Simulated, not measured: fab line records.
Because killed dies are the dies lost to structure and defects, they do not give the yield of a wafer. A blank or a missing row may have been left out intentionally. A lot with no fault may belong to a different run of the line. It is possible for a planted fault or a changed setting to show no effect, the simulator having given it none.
fab line records / flow nand-harc
record lots=6 wafers=18 last-day=30
route steps=1302 shown A_ZERO_WELL@412 A_SOURCE_PLATE@413 A_ONON_D1@424 END@1302
lots untouched by any fault: they come from a run of this same line in which no faults occurred
start-h: hours from the record's first day to the start of the lot's first wafer shown / wait-h: how many hours have passed since the lot's step before this one / " identical to the entry in the row above / L1.1+2: one row covering several wafers at once / - either no value or no given start / * or withheld: withheld / < > ~ a bound
route shown NAME@n: a module of which the file shows steps, and the number in the route of the first / usual: the fault-free wafers' mean and standard deviation / same: alike in all rows / chamber/n: place in a boat / sites: per-site readings / _std_site: the values' standard deviation / _edge_site: outer sites' mean less inner sites' / radius-mm: for every site, how far away it sits from the centre of the wafer / mask NAME#n: copy n / behind: the tool/chamber that last shaped the wafer / hold: cause of the lot's hold/its duration in hours/its outcome / device: whichever transistor did not switch (one of n, p or np) / end of line: at the end of the route, the tests of the same wafers / step lacking rows: just its recipe / killed: not the wafer's yield, but the dies lost to structure and defects at the first sort / map: dies across one wafer; x = killed, . = not, _ = none there
set.NAME: the setting that was run; set.NAME@STEP: the one run at that earlier step / model.NAME: the simulator's own value behind a step, which no gauge read
lots seen at some steps along the route; tables by step, rows by wafer
services: a tool's chamber out of use, with start hour (start-h, from the record's first day; less than 0 if before it), hours out, and reason
## steps
# step NHARC_A_ZERO_WELL_INSPECT_17
# usual raw-defect-count=12/8
lot.wafer=L143.1 tool=defect-inspect-02 chamber=- start-h=190.57 wait-h=0.2 raw-defect-count=2
lot.wafer=L143.3 tool=defect-inspect-02 chamber=- start-h=190.57 wait-h=0.2 raw-defect-count=10
lot.wafer=L143.4 tool=defect-inspect-02 chamber=- start-h=190.57 wait-h=0.2 raw-defect-count=17
lot.wafer=L150.1 tool=defect-inspect-01 chamber=- start-h=258.56 wait-h=0.2 raw-defect-count=37
lot.wafer=L150.2 tool=defect-inspect-01 chamber=- start-h=258.56 wait-h=0.2 raw-defect-count=14
lot.wafer=L150.3 tool=defect-inspect-01 chamber=- start-h=258.56 wait-h=0.2 raw-defect-count=19
lot.wafer=L151.1 tool=defect-inspect-02 chamber=- start-h=286.24 wait-h=0.2 raw-defect-count=14
lot.wafer=L151.2 tool=defect-inspect-02 chamber=- start-h=286.24 wait-h=0.2 raw-defect-count=6
lot.wafer=L151.5 tool=defect-inspect-02 chamber=- start-h=286.24 wait-h=0.2 raw-defect-count=29
lot.wafer=L152.1 tool=defect-inspect-01 chamber=- start-h=287.01 wait-h=0.2 raw-defect-count=7
lot.wafer=L152.4 tool=defect-inspect-01 chamber=- start-h=287.01 wait-h=0.2 raw-defect-count=3
lot.wafer=L152.5 tool=defect-inspect-01 chamber=- start-h=287.01 wait-h=0.2 raw-defect-count=14
lot.wafer=L153.1 tool=defect-inspect-02 chamber=- start-h=288.70 wait-h=0.2 raw-defect-count=17
lot.wafer=L153.5 tool=defect-inspect-02 chamber=- start-h=288.70 wait-h=0.2 raw-defect-count=16
lot.wafer=L153.6 tool=defect-inspect-02 chamber=- start-h=288.70 wait-h=0.2 raw-defect-count=15
lot.wafer=L154.1 tool=defect-inspect-02 chamber=- start-h=298.96 wait-h=0.2 raw-defect-count=8
lot.wafer=L154.2 tool=defect-inspect-02 chamber=- start-h=298.96 wait-h=0.2 raw-defect-count=3
lot.wafer=L154.3 tool=defect-inspect-02 chamber=- start-h=298.96 wait-h=0.2 raw-defect-count=8
# step NHARC_A_SOURCE_PLATE_PRECLEAN_00
# recipe time-s=60 chemistry=HF-LAST
# step NHARC_A_SOURCE_PLATE_SRD_01
# step NHARC_A_SOURCE_PLATE_OXIDE_02
# recipe target-thk-a=100 temp-c=900 ox-time-s=1362 material=SiO2
# step NHARC_A_SOURCE_PLATE_THK_MEAS_09
# recipe thk-meas-gauge=ellipsometry
# usual thk-nm=9.6/0.92
lot.wafer=L143.1 tool=film-metro-02 chamber=- start-h=197.90 wait-h=0.4 thk-nm=10.1
lot.wafer=L143.3 tool=film-metro-02 chamber=- start-h=197.90 wait-h=0.4 thk-nm=8.8
lot.wafer=L143.4 tool=film-metro-02 chamber=- start-h=197.90 wait-h=0.4 thk-nm=9.7
lot.wafer=L150.1 tool=film-metro-02 chamber=- start-h=266.43 wait-h=0.4 thk-nm=9.8
lot.wafer=L150.2 tool=film-metro-02 chamber=- start-h=266.43 wait-h=0.4 thk-nm=9.7
lot.wafer=L150.3 tool=film-metro-02 chamber=- start-h=266.43 wait-h=0.4 thk-nm=9.4
lot.wafer=L151.1 tool=film-metro-02 chamber=- start-h=293.61 wait-h=0.4 thk-nm=10.1
lot.wafer=L151.2 tool=film-metro-02 chamber=- start-h=293.61 wait-h=0.4 thk-nm=10.3
lot.wafer=L151.5 tool=film-metro-02 chamber=- start-h=293.61 wait-h=0.4 thk-nm=10.4
lot.wafer=L152.1 tool=film-metro-02 chamber=- start-h=293.62 wait-h=0.4 thk-nm=9.9
lot.wafer=L152.4 tool=film-metro-02 chamber=- start-h=293.62 wait-h=0.4 thk-nm=8.2
lot.wafer=L152.5 tool=film-metro-02 chamber=- start-h=293.62 wait-h=0.4 thk-nm=9.5
lot.wafer=L153.1 tool=film-metro-01 chamber=- start-h=293.63 wait-h=0.4 thk-nm=7.9
lot.wafer=L153.5 tool=film-metro-01 chamber=- start-h=293.63 wait-h=0.4 thk-nm=10.5
lot.wafer=L153.6 tool=film-metro-01 chamber=- start-h=293.63 wait-h=0.4 thk-nm=9.7
lot.wafer=L154.1 tool=film-metro-02 chamber=- start-h=306.16 wait-h=0.4 thk-nm=9.7
lot.wafer=L154.2 tool=film-metro-02 chamber=- start-h=306.16 wait-h=0.4 thk-nm=10.1
lot.wafer=L154.3 tool=film-metro-02 chamber=- start-h=306.16 wait-h=0.4 thk-nm=10.4
# step NHARC_A_SOURCE_PLATE_PVD_04
# recipe target-thk-a=500 material=WSi2
# step NHARC_A_SOURCE_PLATE_CVD_03
# recipe target-thk-a=2000 temp-c=620 pressure-mtorr=200 time-s=4000 material=poly-Si
# step NHARC_A_SOURCE_PLATE_ANNEAL_05
# recipe temp-c=850 time-s=1800
# step NHARC_A_SOURCE_PLATE_THK_MEAS_06
# recipe thk-meas-gauge=ellipsometry
# usual thk-nm=199.4/1.9
lot.wafer=L143.1 tool=film-metro-02 chamber=- start-h=212.62 wait-h=0.4 thk-nm=199.6
lot.wafer=L143.3 tool=film-metro-02 chamber=- start-h=212.62 wait-h=0.4 thk-nm=199.7
lot.wafer=L143.4 tool=film-metro-02 chamber=- start-h=212.62 wait-h=0.4 thk-nm=201.9
lot.wafer=L150.1 tool=film-metro-02 chamber=- start-h=279.11 wait-h=0.4 thk-nm=202.9
lot.wafer=L150.2 tool=film-metro-02 chamber=- start-h=279.11 wait-h=0.4 thk-nm=203.0
lot.wafer=L150.3 tool=film-metro-02 chamber=- start-h=279.11 wait-h=0.4 thk-nm=204.7
lot.wafer=L153.1 tool=film-metro-02 chamber=- start-h=306.54 wait-h=0.4 thk-nm=200.4
lot.wafer=L153.5 tool=film-metro-02 chamber=- start-h=306.54 wait-h=0.4 thk-nm=199.3
lot.wafer=L153.6 tool=film-metro-02 chamber=- start-h=306.54 wait-h=0.4 thk-nm=200.7
lot.wafer=L152.1 tool=film-metro-01 chamber=- start-h=306.54 wait-h=0.4 thk-nm=197.3
lot.wafer=L152.4 tool=film-metro-01 chamber=- start-h=306.54 wait-h=0.4 thk-nm=196.7
lot.wafer=L152.5 tool=film-metro-01 chamber=- start-h=306.54 wait-h=0.4 thk-nm=198.6
lot.wafer=L151.1 tool=film-metro-02 chamber=- start-h=306.55 wait-h=0.4 thk-nm=204.2
lot.wafer=L151.2 tool=film-metro-02 chamber=- start-h=306.55 wait-h=0.4 thk-nm=204.2
lot.wafer=L151.5 tool=film-metro-02 chamber=- start-h=306.55 wait-h=0.4 thk-nm=201.1
lot.wafer=L154.1 tool=film-metro-01 chamber=- start-h=321.86 wait-h=0.4 thk-nm=201.4
lot.wafer=L154.2 tool=film-metro-01 chamber=- start-h=321.86 wait-h=0.4 thk-nm=199.9
lot.wafer=L154.3 tool=film-metro-01 chamber=- start-h=321.86 wait-h=0.4 thk-nm=199.1
# step NHARC_A_SOURCE_PLATE_INSPECT_08
# usual raw-defect-count=59/23
lot.wafer=L143.1 tool=defect-inspect-01 chamber=- start-h=212.68 wait-h=0.0 raw-defect-count=34
lot.wafer=L143.3 tool=defect-inspect-01 chamber=- start-h=212.68 wait-h=0.0 raw-defect-count=73
lot.wafer=L143.4 tool=defect-inspect-01 chamber=- start-h=212.68 wait-h=0.0 raw-defect-count=76
lot.wafer=L150.1 tool=defect-inspect-01 chamber=- start-h=279.18 wait-h=0.0 raw-defect-count=90
lot.wafer=L150.2 tool=defect-inspect-01 chamber=- start-h=279.18 wait-h=0.0 raw-defect-count=116
lot.wafer=L150.3 tool=defect-inspect-01 chamber=- start-h=279.18 wait-h=0.0 raw-defect-count=152
lot.wafer=L152.1 tool=defect-inspect-02 chamber=- start-h=306.60 wait-h=0.0 raw-defect-count=62
lot.wafer=L152.4 tool=defect-inspect-02 chamber=- start-h=306.60 wait-h=0.0 raw-defect-count=53
lot.wafer=L152.5 tool=defect-inspect-02 chamber=- start-h=306.60 wait-h=0.0 raw-defect-count=81
lot.wafer=L151.1 tool=defect-inspect-01 chamber=- start-h=306.61 wait-h=0.0 raw-defect-count=52
lot.wafer=L151.2 tool=defect-inspect-01 chamber=- start-h=306.61 wait-h=0.0 raw-defect-count=57
lot.wafer=L151.5 tool=defect-inspect-01 chamber=- start-h=306.61 wait-h=0.0 raw-defect-count=87
lot.wafer=L153.1 tool=defect-inspect-02 chamber=- start-h=306.63 wait-h=0.0 raw-defect-count=133
lot.wafer=L153.5 tool=defect-inspect-02 chamber=- start-h=306.63 wait-h=0.0 raw-defect-count=99
lot.wafer=L153.6 tool=defect-inspect-02 chamber=- start-h=306.63 wait-h=0.0 raw-defect-count=47
lot.wafer=L154.1 tool=defect-inspect-01 chamber=- start-h=321.92 wait-h=0.0 raw-defect-count=61
lot.wafer=L154.2 tool=defect-inspect-01 chamber=- start-h=321.92 wait-h=0.0 raw-defect-count=37
lot.wafer=L154.3 tool=defect-inspect-01 chamber=- start-h=321.92 wait-h=0.0 raw-defect-count=57
# step NHARC_A_ONON_D1_DEP_00
# recipe target-thk-a=10000 n2-flow-sccm=2750 n2o-flow-sccm=2000 nh3-flow-sccm=500 sih4-flow-sccm=210 temp-c=400
lot.wafer=L143.1+3+4 tool=pecvd-onon-04 chamber=0 start-h=212.75 wait-h=0.1
lot.wafer=L150.1+2+3 tool=pecvd-onon-02 chamber=0 start-h=279.24 wait-h=0.1
lot.wafer=L152.1+4+5 tool=pecvd-onon-02 chamber=0 start-h=306.67 wait-h=0.1
lot.wafer=L151.1+2+5 tool=pecvd-onon-03 chamber=0 start-h=306.68 wait-h=0.1
lot.wafer=L153.1+5+6 tool=pecvd-onon-04 chamber=0 start-h=306.69 wait-h=0.1
lot.wafer=L154.1+2+3 tool=pecvd-onon-02 chamber=0 start-h=321.99 wait-h=0.1
# step NHARC_A_ONON_D1_THK_MEAS_02
# recipe thk-meas-gauge=ellipsometry
# usual thk-nm=998/8.6
lot.wafer=L143.1 tool=film-metro-02 chamber=- start-h=213.26 wait-h=- thk-nm=990
lot.wafer=L143.3 tool=film-metro-02 chamber=- start-h=213.26 wait-h=- thk-nm=991
lot.wafer=L143.4 tool=film-metro-02 chamber=- start-h=213.26 wait-h=- thk-nm=990
lot.wafer=L150.1 tool=film-metro-02 chamber=- start-h=279.75 wait-h=- thk-nm=1013
lot.wafer=L150.2 tool=film-metro-02 chamber=- start-h=279.75 wait-h=- thk-nm=1012
lot.wafer=L150.3 tool=film-metro-02 chamber=- start-h=279.75 wait-h=- thk-nm=1014
lot.wafer=L152.1 tool=film-metro-02 chamber=- start-h=307.18 wait-h=- thk-nm=1487
lot.wafer=L152.4 tool=film-metro-02 chamber=- start-h=307.18 wait-h=- thk-nm=1486
lot.wafer=L152.5 tool=film-metro-02 chamber=- start-h=307.18 wait-h=- thk-nm=1488
lot.wafer=L151.1 tool=film-metro-01 chamber=- start-h=307.19 wait-h=- thk-nm=1004
lot.wafer=L151.2 tool=film-metro-01 chamber=- start-h=307.19 wait-h=- thk-nm=1003
lot.wafer=L151.5 tool=film-metro-01 chamber=- start-h=307.19 wait-h=- thk-nm=1003
lot.wafer=L153.1 tool=film-metro-02 chamber=- start-h=307.19 wait-h=- thk-nm=1000
lot.wafer=L153.5 tool=film-metro-02 chamber=- start-h=307.19 wait-h=- thk-nm=999
lot.wafer=L153.6 tool=film-metro-02 chamber=- start-h=307.19 wait-h=- thk-nm=1000
lot.wafer=L154.1 tool=film-metro-02 chamber=- start-h=322.49 wait-h=- thk-nm=1493
lot.wafer=L154.2 tool=film-metro-02 chamber=- start-h=322.49 wait-h=- thk-nm=1494
lot.wafer=L154.3 tool=film-metro-02 chamber=- start-h=322.49 wait-h=- thk-nm=1492
# step NHARC_A_ONON_D1_DEP_03
# recipe target-thk-a=10000 n2-flow-sccm=2750 n2o-flow-sccm=2000 nh3-flow-sccm=500 sih4-flow-sccm=210 temp-c=400
# step NHARC_END_SORT_01
# recipe temp-c=25
# usual killed-at-array=53/20 killed-at-other=1/1.2 killed-at-periphery=3.7/2.6 killed-dies=58/20 killed-open=3.5/1.8 killed-short=2.4/1.7
# same gross-dies=677
lot.wafer=L152.1 tool=prober-01 chamber=0 start-h=696.56 wait-h=2.5 killed-at-array=673 killed-at-other=1 killed-at-periphery=3 killed-dies=677 killed-open=0 killed-short=3
lot.wafer=L152.4 tool=prober-01 chamber=0 start-h=698.95 wait-h=3.4 killed-at-array=673 killed-at-other=0 killed-at-periphery=4 killed-dies=677 killed-open=2 killed-short=2
lot.wafer=L152.5 tool=prober-01 chamber=0 start-h=699.75 wait-h=3.7 killed-at-array=675 killed-at-other=1 killed-at-periphery=1 killed-dies=677 killed-open=4 killed-short=2
lot.wafer=L154.1 tool=prober-02 chamber=0 start-h=724.14 wait-h=2.5 killed-at-array=672 killed-at-other=3 killed-at-periphery=2 killed-dies=677 killed-open=3 killed-short=3
lot.wafer=L154.2 tool=prober-02 chamber=0 start-h=724.93 wait-h=2.8 killed-at-array=670 killed-at-other=2 killed-at-periphery=5 killed-dies=677 killed-open=1 killed-short=0
lot.wafer=L154.3 tool=prober-02 chamber=0 start-h=725.73 wait-h=3.1 killed-at-array=666 killed-at-other=3 killed-at-periphery=8 killed-dies=677 killed-open=5 killed-short=4
# killed by level:class
L152.1 A_ONON_D1:area-dep=645 A_SLIT:chamber-film-flake=14 A_CONTACT:chamber-film-flake=6 A_CHANNEL_HOLE_D1:chamber-film-flake=3 P_M2:geometric-particle:short=1 A_CHANNEL_FILL_D2:geometric-particle:short=1 A_BLC:geometric-particle:short=1 P_ZERO_WELL:chamber-film-flake=1
L152.4 A_ONON_D1:area-dep=633 A_SLIT:chamber-film-flake=29 A_CHANNEL_HOLE_D1:chamber-film-flake=3 P_ZERO_WELL:chamber-film-flake=2 A_CONTACT:chamber-film-flake=2 A_BLC:chamber-film-flake=2 P_GATE:geometric-particle:short=1 A_ONON_D2:geometric-particle:open=1
L152.5 A_ONON_D1:area-dep=619 A_SLIT:chamber-film-flake=38 A_CONTACT:chamber-film-flake=5 A_CHANNEL_HOLE_D1:chamber-film-flake=3 A_BLC:chamber-film-flake=3 A_WL_FILL:geometric-particle:short=2 A_CHANNEL_FILL_D1:geometric-particle:open=1 A_BLC:geometric-particle:open=1
L154.1 A_ONON_D1:area-dep=628 A_CHANNEL_HOLE_D2:chamber-film-flake=18 A_CONTACT:chamber-film-flake=9 A_CHANNEL_HOLE_D1:chamber-film-flake=7 A_SLIT:chamber-film-flake=4 THIN_TSV:chamber-film-flake=3 A_ONON_D1:geometric-particle:short=2 P_M2:geometric-particle:short=1
L154.2 A_ONON_D1:area-dep=643 A_CHANNEL_HOLE_D2:chamber-film-flake=11 A_SLIT:chamber-film-flake=6 A_CHANNEL_HOLE_D1:chamber-film-flake=4 A_CONTACT:chamber-film-flake=4 P_M1:chamber-film-flake=2 THIN_TSV:chamber-film-flake=2 A_CONTACT:geometric-particle:open=1
L154.3 A_ONON_D1:area-dep=619 A_CHANNEL_HOLE_D2:chamber-film-flake=19 A_SLIT:chamber-film-flake=8 A_CHANNEL_HOLE_D1:chamber-film-flake=5 P_M1:chamber-film-flake=3 A_CONTACT:chamber-film-flake=3 THIN_TSV:chamber-film-flake=3 A_CONTACT:geometric-particle:open=2
# map L152.1 (x killed, . not)
____________x____________
_________xxxxxxx_________
_______xxxxxxxxxxx_______
______xxxxxxxxxxxxx______
_____xxxxxxxxxxxxxxx_____
____xxxxxxxxxxxxxxxxx____
____xxxxxxxxxxxxxxxxx____
___xxxxxxxxxxxxxxxxxxx___
___xxxxxxxxxxxxxxxxxxx___
__xxxxxxxxxxxxxxxxxxxxx__
__xxxxxxxxxxxxxxxxxxxxx__
_xxxxxxxxxxxxxxxxxxxxxxx_
_xxxxxxxxxxxxxxxxxxxxxxx_
_xxxxxxxxxxxxxxxxxxxxxxx_
_xxxxxxxxxxxxxxxxxxxxxxx_
_xxxxxxxxxxxxxxxxxxxxxxx_
xxxxxxxxxxxxxxxxxxxxxxxxx
xxxxxxxxxxxxxxxxxxxxxxxxx
xxxxxxxxxxxxxxxxxxxxxxxxx
xxxxxxxxxxxxxxxxxxxxxxxxx
xxxxxxxxxxxxxxxxxxxxxxxxx
_xxxxxxxxxxxxxxxxxxxxxxx_
_xxxxxxxxxxxxxxxxxxxxxxx_
_xxxxxxxxxxxxxxxxxxxxxxx_
_xxxxxxxxxxxxxxxxxxxxxxx_
_xxxxxxxxxxxxxxxxxxxxxxx_
__xxxxxxxxxxxxxxxxxxxxx__
__xxxxxxxxxxxxxxxxxxxxx__
___xxxxxxxxxxxxxxxxxxx___
___xxxxxxxxxxxxxxxxxxx___
____xxxxxxxxxxxxxxxxx____
____xxxxxxxxxxxxxxxxx____
_____xxxxxxxxxxxxxxx_____
______xxxxxxxxxxxxx______
_______xxxxxxxxxxx_______
_________xxxxxxx_________
____________x____________
# map L154.1 (x killed, . not)
____________x____________
_________xxxxxxx_________
_______xxxxxxxxxxx_______
______xxxxxxxxxxxxx______
_____xxxxxxxxxxxxxxx_____
____xxxxxxxxxxxxxxxxx____
____xxxxxxxxxxxxxxxxx____
___xxxxxxxxxxxxxxxxxxx___
___xxxxxxxxxxxxxxxxxxx___
__xxxxxxxxxxxxxxxxxxxxx__
__xxxxxxxxxxxxxxxxxxxxx__
_xxxxxxxxxxxxxxxxxxxxxxx_
_xxxxxxxxxxxxxxxxxxxxxxx_
_xxxxxxxxxxxxxxxxxxxxxxx_
_xxxxxxxxxxxxxxxxxxxxxxx_
_xxxxxxxxxxxxxxxxxxxxxxx_
xxxxxxxxxxxxxxxxxxxxxxxxx
xxxxxxxxxxxxxxxxxxxxxxxxx
xxxxxxxxxxxxxxxxxxxxxxxxx
xxxxxxxxxxxxxxxxxxxxxxxxx
xxxxxxxxxxxxxxxxxxxxxxxxx
_xxxxxxxxxxxxxxxxxxxxxxx_
_xxxxxxxxxxxxxxxxxxxxxxx_
_xxxxxxxxxxxxxxxxxxxxxxx_
_xxxxxxxxxxxxxxxxxxxxxxx_
_xxxxxxxxxxxxxxxxxxxxxxx_
__xxxxxxxxxxxxxxxxxxxxx__
__xxxxxxxxxxxxxxxxxxxxx__
___xxxxxxxxxxxxxxxxxxx___
___xxxxxxxxxxxxxxxxxxx___
____xxxxxxxxxxxxxxxxx____
____xxxxxxxxxxxxxxxxx____
_____xxxxxxxxxxxxxxx_____
______xxxxxxxxxxxxx______
_______xxxxxxxxxxx_______
_________xxxxxxx_________
____________x____________
## services
tool=pecvd-onon-02 chamber=- start-h=211.41 hours=6.8 kind=repair
tool=pecvd-onon-03 chamber=- start-h=227.00 hours=13.0 kind=pm
tool=pecvd-onon-02 chamber=- start-h=253.47 hours=6.7 kind=repair
tool=pecvd-onon-03 chamber=- start-h=296.79 hours=4.9 kind=repair
tool=pecvd-onon-04 chamber=- start-h=311.30 hours=13.0 kind=pm
## key
first-sign step=NHARC_A_ONON_D1_THK_MEAS_02 reading=thk-nm direction=up sigmas=57 usual=998 struck=1490
effect step=NHARC_END_SORT_01 reading=killed-at-array direction=up sigmas=31 usual=53 struck=672
more-kills-born-at NHARC_A_ONON_D1_DEP_00@pecvd-onon-02=3787
met-at NHARC_A_ONON_D1_DEP_00
struck-wafers L152.1,L152.4,L152.5,L154.1,L154.2,L154.3
later-rows-left-out L152.1,L152.4,L152.5,L154.1,L154.2,L154.3
tester-left-out L152,L154
onset-between 279.24 306.67
fault kind=process-parameter-drift tool=pecvd-onon-02 chamber=- onset-h=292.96 steps=NHARC_A_ONON_D1_DEP_00 channel=target-thk-a offset=* shape=step end-h=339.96 acts-in=* stated=*
# tester-left-out: of these lots the tester's yield and bins aren't shown, on N5 and GAA mostly nor the transistor test; their killed dies are dies lost to structure and defects alone, not to doping, threshold or leakage, so they don't give the yield
# later-rows-left-out: the simulator's readings of these wafers behind a module that went badly wrong aren't trusted and aren't shown, but for the sort
